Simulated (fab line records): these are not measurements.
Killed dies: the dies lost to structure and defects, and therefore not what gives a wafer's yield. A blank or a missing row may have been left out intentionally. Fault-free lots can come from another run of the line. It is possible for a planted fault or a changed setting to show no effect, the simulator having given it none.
fab line records | flow nandHarc
record lots=7 | wafers=21 | lastDay=32
route steps=1302 shown A_CHANNEL_FILL_D1@506 A_DECK1_JOINT@518
lots that met no fault: from a run of the same line without faults
startH: start of the lot's first displayed wafer, in hours after the record's first day | waitH: time in hours since the lot's previous step | " the same as in the row above | L1.1+2: one row covering several wafers at once | - either no value or no given start | * or withheld: withheld | < > ~ a bound
route shown NAME@n: a module of which the file shows steps, and the number in the route of the first | usual: average and standard deviation across the fault-free wafers | same: alike in all rows | chamber/n: place in a boat | sites: per-site readings | _std_site: their standard deviation | _edge_site: outer sites' mean less inner sites' | radiusMm: how far each site lies from the wafer's centre | mask NAME#n: copy n | behind: the most recent tool/chamber to have shaped the wafer | hold: reason for holding the lot/hours on hold/outcome of the hold | device: the n, p or np transistor that did not switch | end of line: the tests these same wafers got at the end of their route | a step given without rows: its recipe and nothing more | killed: dies lost to structure and defects at the first sort, not the wafer's yield | map: shows each die of a wafer: x if killed, . if not, _ if none is there
set.NAME: the setting as run; set.NAME@STEP: as run at that earlier step | model.NAME: the simulator's own value behind a step, which no gauge read
a table for each step, a row for each wafer; lots at some steps of the route
services: a tool's chamber out of use, with start hour (startH, from the record's first day; less than 0 if before it), hours out, and reason
## steps
# step NHARC_A_CHANNEL_FILL_D1_THK_MEAS_06
# recipe thkMeasGauge=ellipsometry
# usual thkNm=5.1/0.99
lot.wafer | tool         | chamber | startH | waitH | thkNm
L383.1    | filmMetro-02 | -       | 278.63 | 0.4   | 4.9
L383.3    | "            | -       | "      | "     | 6.8
L383.5    | "            | -       | "      | "     | 4.1
L386.1    | filmMetro-01 | -       | 305.92 | 0.4   | 4.4
L386.4    | "            | -       | "      | "     | 4.8
L386.6    | "            | -       | "      | "     | 4.0
L391.1    | filmMetro-01 | -       | 369.23 | 0.4   | 3.9
L391.2    | "            | -       | "      | "     | 5.5
L391.4    | "            | -       | "      | "     | 3.4
L393.1    | filmMetro-01 | -       | 369.23 | 0.4   | 4.7
L393.4    | "            | -       | "      | "     | 6.3
L393.6    | "            | -       | "      | "     | 6.2
L395.1    | filmMetro-02 | -       | 390.30 | 0.4   | 6.3
L395.3    | "            | -       | "      | "     | 5.0
L395.6    | "            | -       | "      | "     | 4.0
L396.1    | filmMetro-02 | -       | 405.58 | 0.4   | 3.0
L396.3    | "            | -       | "      | "     | 3.2
L396.4    | "            | -       | "      | "     | 5.1
L398.1    | filmMetro-01 | -       | 424.43 | 0.4   | 7.0
L398.3    | "            | -       | "      | "     | 4.2
L398.6    | "            | -       | "      | "     | 4.3
# step NHARC_A_CHANNEL_FILL_D1_ALD_25
# recipe targetThkA=600 | pulseTimeS=10 | aldCycles=600 | tempC=300 | material=SiOx
# usual heaterPowerW=477/59 | precursorPulseHeightRel=1.002/0.019
# same aldCycles=600
lot.wafer | tool     | chamber | startH | waitH | heaterPowerW | precursorPulseHeightRel
L383.3    | aldHk-02 | 3       | 278.69 | 0.0   | 448          | 1.024
L383.1    | "        | 2       | 280.55 | 1.9   | 392          | 1.007
L383.5    | "        | 3       | "      | "     | 454          | 1.021
L386.4    | aldHk-02 | 3       | 306.59 | 0.7   | 451          | 1.016
L386.1    | "        | 1       | 307.83 | 1.9   | 481          | 1.017
L386.6    | "        | 3       | 309.07 | 3.1   | 457          | 1.005
L391.1    | aldHk-04 | 2       | 369.29 | 0.1   | 412          | 1.011
L391.4    | "        | 3       | "      | "     | 418          | 1.029
L391.2    | "        | 1       | 371.15 | 1.9   | 471          | 1.014
L393.4    | aldHk-03 | 3       | 370.61 | 1.4   | 491          | 1.026
L393.1    | "        | 1       | 373.06 | 3.8   | 515          | 1.016
L393.6    | "        | 0       | 376.74 | 7.5   | 412          | 1.007
L395.1    | aldHk-03 | 3       | 390.97 | 0.7   | 499          | 1.001
L395.3    | "        | 1       | 392.19 | 1.9   | 491          | 1.007
L395.6    | "        | 2       | "      | "     | 512          | 0.975
L396.3    | aldHk-03 | 0       | 406.25 | 0.7   | 434          | 0.982
L396.1    | "        | 1       | "      | "     | 488          | 0.994
L396.4    | "        | 2       | "      | "     | 544          | 0.985
L398.1    | aldHk-02 | 2       | 425.09 | 0.7   | 387          | 0.972
L398.3    | "        | 0       | 426.31 | 1.9   | 582          | 1.011
L398.6    | "        | 2       | 427.54 | 3.1   | 373          | 0.999
# step NHARC_A_CHANNEL_FILL_D1_ETCHBACK_08
# recipe targetDepthA=2200 | timeS=110 | c4f8FlowSccm=20 | arFlowSccm=withheld | rfW=600 | biasW=300 | chemistry=C4F8
# usual oesProductAu=0.94/0.033 | rfVppV=440.9/2.1 | runLengthS=131.2/0.5
lot.wafer | tool       | chamber | startH | waitH | oesProductAu | rfHoursCounterH | rfVppV | runLengthS
L383.1    | rieDiel-07 | 1       | -      | -     | 0.92         | 9.2             | 439.0  | 131.9
L383.3    | "          | 3       | "      | "     | 0.93         | 11.1            | 442.5  | 130.5
L383.5    | "          | 1       | "      | "     | 0.92         | -               | 437.5  | 131.6
L386.4    | rieDiel-03 | 1       | -      | -     | 0.98         | 0.8             | 443.6  | 130.9
L386.1    | "          | 3       | "      | "     | 1.00         | 0.4             | 440.9  | 130.4
L386.6    | "          | 0       | "      | "     | 1.00         | -               | 440.7  | 131.6
L391.4    | rieDiel-11 | 0       | -      | -     | 0.93         | 5.0             | 440.3  | 131.5
L391.1    | "          | 2       | "      | "     | 0.91         | 4.9             | 442.7  | 130.4
L391.2    | "          | 3       | "      | "     | 0.93         | 4.9             | 441.9  | 131.2
L393.1    | rieDiel-07 | 2       | -      | -     | 0.93         | 5.1             | 436.7  | 131.4
L393.4    | "          | 0       | "      | "     | 0.92         | 3.4             | 440.5  | 131.1
L393.6    | "          | 1       | "      | "     | 0.93         | -               | 437.4  | 131.7
L395.3    | rieDiel-11 | 0       | -      | -     | 0.93         | 6.0             | 438.6  | 132.0
L395.1    | "          | 1       | "      | "     | 0.93         | 6.2             | 441.3  | 130.5
L395.6    | "          | 0       | "      | "     | 0.93         | -               | 438.9  | 131.5
L396.1    | rieDiel-03 | 0       | -      | -     | 1.00         | 7.5             | 441.0  | 131.7
L396.3    | "          | 1       | "      | "     | 0.99         | 6.9             | 443.1  | 131.0
L396.4    | "          | 0       | "      | "     | 1.01         | -               | 440.6  | 131.5
L398.1    | rieDiel-07 | 2       | -      | -     | 0.93         | 7.5             | 437.1  | 131.4
L398.3    | "          | 0       | "      | "     | 0.94         | 6.4             | 440.2  | 131.0
L398.6    | "          | 0       | "      | "     | 0.93         | -               | 440.8  | 131.1
# step NHARC_A_CHANNEL_FILL_D1_STRIP_29
# recipe timeS=20 | o2FlowSccm=500 | arFlowSccm=0 | biasW=0 | chemistry=O2
# usual drypumpMotorCurrentA=6.0/0.43 | oesProductAu=0.997/0.01 | rfVppV=57.7/0.85 | showerheadPlenumPTorr=3.54/0.11 | throttleValvePct=17.035/0.0097
lot.wafer | tool       | chamber | startH | waitH | drypumpMotorCurrentA | oesProductAu | rfHoursCounterH | rfVppV | showerheadPlenumPTorr | throttleValvePct
L383.1    | rieDiel-07 | 3       | -      | -     | 6.0                  | 0.999        | 11.1            | 57.8   | 3.63                  | 17.027
L383.3    | "          | 1       | "      | "     | 5.9                  | 1.003        | 9.2             | 57.4   | 3.38                  | 17.024
L383.5    | "          | 3       | "      | "     | 6.0                  | 0.990        | -               | 59.1   | 3.63                  | 17.046
L386.1    | rieDiel-03 | 2       | -      | -     | 6.3                  | 1.005        | 0.8             | 58.6   | 3.65                  | 17.045
L386.4    | "          | 3       | "      | "     | 5.7                  | 1.010        | 0.4             | 57.2   | 3.52                  | 17.036
L386.6    | "          | 1       | "      | "     | 5.9                  | 1.000        | -               | 58.4   | 3.68                  | 17.036
L391.2    | rieDiel-11 | 3       | -      | -     | 5.5                  | 1.004        | 5.0             | 58.3   | 3.61                  | 17.040
L391.1    | "          | 0       | "      | "     | 5.2                  | 1.006        | 5.1             | 57.2   | 3.42                  | 17.035
L391.4    | "          | 1       | "      | "     | 6.3                  | 0.978        | 5.1             | 57.3   | 3.53                  | 17.057
L393.4    | rieDiel-07 | 2       | -      | -     | 6.0                  | 1.000        | 5.1             | 55.9   | 3.29                  | 17.046
L393.1    | "          | 1       | "      | "     | 6.0                  | 0.991        | 3.6             | 58.5   | 3.38                  | 17.035
L393.6    | "          | 3       | "      | "     | 5.9                  | 0.995        | -               | 58.1   | 3.62                  | 17.041
L395.3    | rieDiel-11 | 1       | -      | -     | 6.4                  | 1.004        | 6.3             | 57.8   | 3.53                  | 17.028
L395.1    | "          | 3       | "      | "     | 5.5                  | 0.996        | 5.6             | 58.8   | 3.61                  | 17.022
L395.6    | "          | 1       | "      | "     | 6.3                  | 1.003        | -               | 56.3   | 3.53                  | 17.033
L396.1    | rieDiel-03 | 1       | 411.35 | 0.2   | 5.9                  | 0.995        | 7.0             | 58.9   | 3.67                  | 17.032
L396.3    | "          | 0       | "      | "     | 5.3                  | 1.008        | 7.6             | 55.7   | 3.53                  | 17.031
L396.4    | "          | 2       | "      | "     | 6.3                  | 1.005        | -               | 58.3   | 3.65                  | 17.042
L398.1    | rieDiel-07 | 3       | 430.18 | 0.2   | 6.0                  | 0.981        | 8.2             | 57.6   | 3.62                  | 17.047
L398.3    | "          | 0       | "      | "     | 6.8                  | 0.991        | 6.4             | 57.1   | 3.53                  | 17.034
L398.6    | "          | 3       | "      | "     | 6.0                  | 0.983        | -               | 57.7   | 3.62                  | 17.048
# step NHARC_A_CHANNEL_FILL_D1_PRECLEAN_30
# recipe timeS=30 | chemistry=dHF
# step NHARC_A_CHANNEL_FILL_D1_SRD_31
# step NHARC_A_CHANNEL_FILL_D1_CVD_09
# recipe targetThkA=1500 | tempC=620 | pressureMtorr=200 | timeS=3000 | material=poly-Si
# step NHARC_A_CHANNEL_FILL_D1_CMP_10
# recipe targetThkNm=150
# usual edgeZonePressureFrac=0.999/0.0054 | motorCurrentA=12.2/0.87 | retainingRingPressureFrac=1.000/0.0055 | timeToEndpointS=15.5/2.3
lot.wafer | tool   | chamber | startH | waitH | edgeZonePressureFrac | motorCurrentA | retainingRingPressureFrac | timeToEndpointS
L383.3    | cmp-03 | 3       | 290.21 | 0.4   | 1.002                | 13.1          | 0.995                     | 15.9
L383.1    | "      | 1       | "      | "     | 1.002                | 11.0          | 1.001                     | 14.8
L383.5    | "      | 3       | "      | "     | 0.994                | 12.6          | 1.003                     | 14.6
L386.1    | cmp-03 | 2       | 317.29 | 0.4   | 0.989                | 13.1          | 0.999                     | 17.2
L386.4    | "      | 3       | "      | "     | 1.003                | 13.7          | 0.994                     | 15.8
L386.6    | "      | 1       | "      | "     | 0.996                | 11.4          | 1.000                     | 18.3
L391.4    | cmp-03 | 0       | 380.59 | 0.4   | 1.008                | 12.9          | 0.995                     | 13.0
L391.2    | "      | 1       | "      | "     | 1.005                | 12.1          | 0.994                     | 13.8
L391.1    | "      | 2       | "      | "     | 1.004                | 14.1          | 0.998                     | 15.9
L393.4    | cmp-02 | 1       | 385.80 | 0.4   | 0.993                | 12.4          | 1.007                     | 17.2
L393.1    | "      | 2       | "      | "     | 0.989                | 12.6          | 1.004                     | 14.6
L393.6    | "      | 0       | "      | "     | 1.008                | 11.8          | 1.007                     | 17.5
L395.3    | cmp-03 | 2       | 401.55 | 0.4   | 0.997                | 14.1          | 0.995                     | 18.3
L395.1    | "      | 3       | "      | "     | 0.989                | 14.0          | 0.997                     | 16.2
L395.6    | "      | 3       | "      | "     | 0.989                | 13.4          | 1.005                     | 16.0
L396.3    | cmp-03 | 0       | 417.12 | 0.4   | 0.999                | 13.5          | 0.999                     | 12.0
L396.1    | "      | 1       | "      | "     | 1.001                | 11.5          | 0.995                     | 12.5
L396.4    | "      | 2       | "      | "     | 1.002                | 13.6          | 1.002                     | 17.9
L398.1    | cmp-02 | 0       | 436.21 | 0.4   | 0.992                | 11.6          | 1.008                     | 14.3
L398.3    | "      | 3       | "      | "     | 0.999                | 11.8          | 0.995                     | 10.3
L398.6    | "      | 0       | "      | "     | 0.996                | 11.1          | 1.000                     | 14.4
# step NHARC_A_CHANNEL_FILL_D1_SRD_12
# step NHARC_A_CHANNEL_FILL_D1_INSPECT_13
# usual rawDefectCount=344/150
lot.wafer | tool             | chamber | startH | waitH | rawDefectCount
L383.1    | defectInspect-01 | -       | 290.63 | 0.0   | 165
L383.3    | "                | -       | "      | "     | 190
L383.5    | "                | -       | "      | "     | 327
L386.1    | defectInspect-02 | -       | 317.66 | 0.0   | 516
L386.4    | "                | -       | "      | "     | 349
L386.6    | "                | -       | "      | "     | 570
L391.1    | defectInspect-02 | -       | 381.01 | 0.0   | 199
L391.2    | "                | -       | "      | "     | 167
L391.4    | "                | -       | "      | "     | 227
L393.1    | defectInspect-02 | -       | 386.19 | 0.0   | 245
L393.4    | "                | -       | "      | "     | 264
L393.6    | "                | -       | "      | "     | 394
L395.1    | defectInspect-01 | -       | 401.96 | 0.0   | 555
L395.3    | "                | -       | "      | "     | 337
L395.6    | "                | -       | "      | "     | 533
L396.1    | defectInspect-02 | -       | 417.51 | 0.0   | 237
L396.3    | "                | -       | "      | "     | 359
L396.4    | "                | -       | "      | "     | 231
L398.1    | defectInspect-01 | -       | 436.62 | 0.0   | 528
L398.3    | "                | -       | "      | "     | 358
L398.6    | "                | -       | "      | "     | 229
# step NHARC_A_DECK1_JOINT_ETCHBACK_07
# recipe targetDepthA=1050 | timeS=26.9 | hbrFlowSccm=150 | rfW=350 | icpW=350 | biasW=60 | chemistry=HBr
# usual drypumpMotorCurrentA=5.6/0.37 | oesProductAu=1.002/0.013 | runLengthS=48.4/0.36 | throttleValvePct=23.265/0.0086
lot.wafer | tool     | chamber | startH | waitH | drypumpMotorCurrentA | oesProductAu | rfHoursCounterH | runLengthS | throttleValvePct
L383.1    | rieSi-01 | 3       | 290.71 | 0.1   | 5.7                  | 0.989        | 0.6             | 48.2       | 23.260
L383.3    | "        | 0       | "      | "     | 5.9                  | 1.006        | 0.7             | 48.3       | 23.269
L383.5    | "        | 2       | "      | "     | 5.5                  | 0.983        | -               | 49.4       | 23.255
L386.4    | rieSi-02 | 0       | 317.74 | 0.1   | 6.3                  | 0.997        | 0.1             | 49.0       | 23.269
L386.1    | "        | 1       | "      | "     | 5.6                  | 1.015        | 0.2             | 48.6       | 23.276
L386.6    | "        | 2       | "      | "     | 5.8                  | 0.979        | -               | 47.7       | 23.261
L391.1    | rieSi-02 | 0       | 381.07 | 0.1   | 6.2                  | 1.004        | 0.5             | 37.8       | 23.252
L391.4    | "        | 2       | "      | "     | 5.8                  | 1.003        | 0.7             | 36.8       | 23.261
L391.2    | "        | 3       | "      | "     | 4.9                  | 0.989        | 0.6             | 37.3       | 23.264
L393.4    | rieSi-02 | 1       | 386.25 | 0.1   | 5.6                  | 1.002        | 0.6             | 37.5       | 23.259
L393.1    | "        | 3       | "      | "     | 4.9                  | 0.974        | 0.6             | 36.8       | 23.272
L393.6    | "        | 2       | "      | "     | 5.8                  | 0.996        | -               | 36.6       | 23.266
L395.1    | rieSi-02 | 0       | 402.04 | 0.1   | 6.2                  | 1.002        | 0.6             | 37.4       | 23.268
L395.3    | "        | 1       | "      | "     | 5.6                  | 1.014        | 0.7             | 37.4       | 23.273
L395.6    | "        | 3       | "      | "     | 4.9                  | 0.981        | -               | 37.3       | 23.275
L396.3    | rieSi-04 | 1       | 417.57 | 0.1   | 5.7                  | 1.013        | 0.5             | 48.4       | 23.263
L396.4    | "        | 2       | "      | "     | 5.2                  | 1.012        | 0.4             | 48.6       | 23.264
L396.1    | "        | 0       | "      | "     | 5.9                  | 0.999        | 0.5             | 48.1       | 23.263
L398.1    | rieSi-01 | 0       | 436.68 | 0.1   | 6.0                  | 1.006        | 0.3             | 48.5       | 23.254
L398.3    | "        | 2       | "      | "     | 5.5                  | 0.997        | 0.4             | 48.8       | 23.257
L398.6    | "        | 1       | "      | "     | 5.8                  | 0.997        | -               | 47.9       | 23.264
# step NHARC_A_DECK1_JOINT_ETCH_25
# recipe targetDepthA=5 | chemistry=dHF | material=SiO2
## services
tool       | chamber | startH | hours | kind
rieDiel-11 | -       | 255.53 | 9.0   | pm
rieSi-02   | -       | 277.00 | 9.0   | pm
rieDiel-03 | -       | 281.30 | 9.0   | pm
cmp-03     | -       | 291.87 | 6.8   | repair
rieDiel-07 | -       | 294.58 | 9.0   | pm
rieDiel-03 | 3       | 298.83 | 4.2   | repair
rieSi-04   | 0       | 307.25 | 6.8   | repair
rieSi-04   | 1       | 310.68 | 15.3  | repair
cmp-02     | -       | 330.56 | 4.0   | pm
rieSi-04   | -       | 342.00 | 9.0   | pm
cmp-02     | -       | 344.11 | 1.3   | repair
aldHk-02   | -       | 349.62 | 10.0  | pm
rieSi-01   | -       | 370.00 | 9.0   | pm
rieDiel-03 | 3       | 387.04 | 25.4  | repair
cmp-03     | -       | 387.95 | 1.4   | repair
aldHk-04   | -       | 389.65 | 1.0   | repair
cmp-03     | -       | 396.69 | 4.0   | pm
rieDiel-11 | -       | 408.27 | 0.4   | repair
rieDiel-07 | 1       | 413.43 | 22.1  | repair
rieDiel-11 | 1       | 418.82 | 2.0   | repair
rieDiel-03 | -       | 421.22 | 0.1   | repair
cmp-02     | -       | 428.56 | 4.0   | pm
aldHk-04   | -       | 432.19 | 10.0  | pm
rieDiel-11 | -       | 432.56 | 9.0   | pm
## key
firstSign step=NHARC_A_DECK1_JOINT_ETCHBACK_07 | reading=runLengthS | direction=down | sigmas=31 | usual=* | struck=*
effect none on later readings
metAt NHARC_A_DECK1_JOINT_ETCHBACK_07
struckWafers L391.1,L391.2,L391.4,L393.1,L393.4,L393.6,L395.1,L395.3,L395.6
testerLeftOut L391,L393,L395
onsetBetween 317.74 381.07
fault kind=processParameterDrift | tool=rieSi-02 | chamber=- | onsetH=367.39 | steps=NHARC_A_DECK1_JOINT_ETCHBACK_07 | channel=timeS | offset=* | shape=step | endH=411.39 | actsIn=* | stated=*
# testerLeftOut: of these lots the tester's yield and bins aren't shown, on N5 and GAA mostly nor the transistor test; their killed dies are dies lost to structure and defects alone, not to doping, threshold or leakage, so they don't give the yield
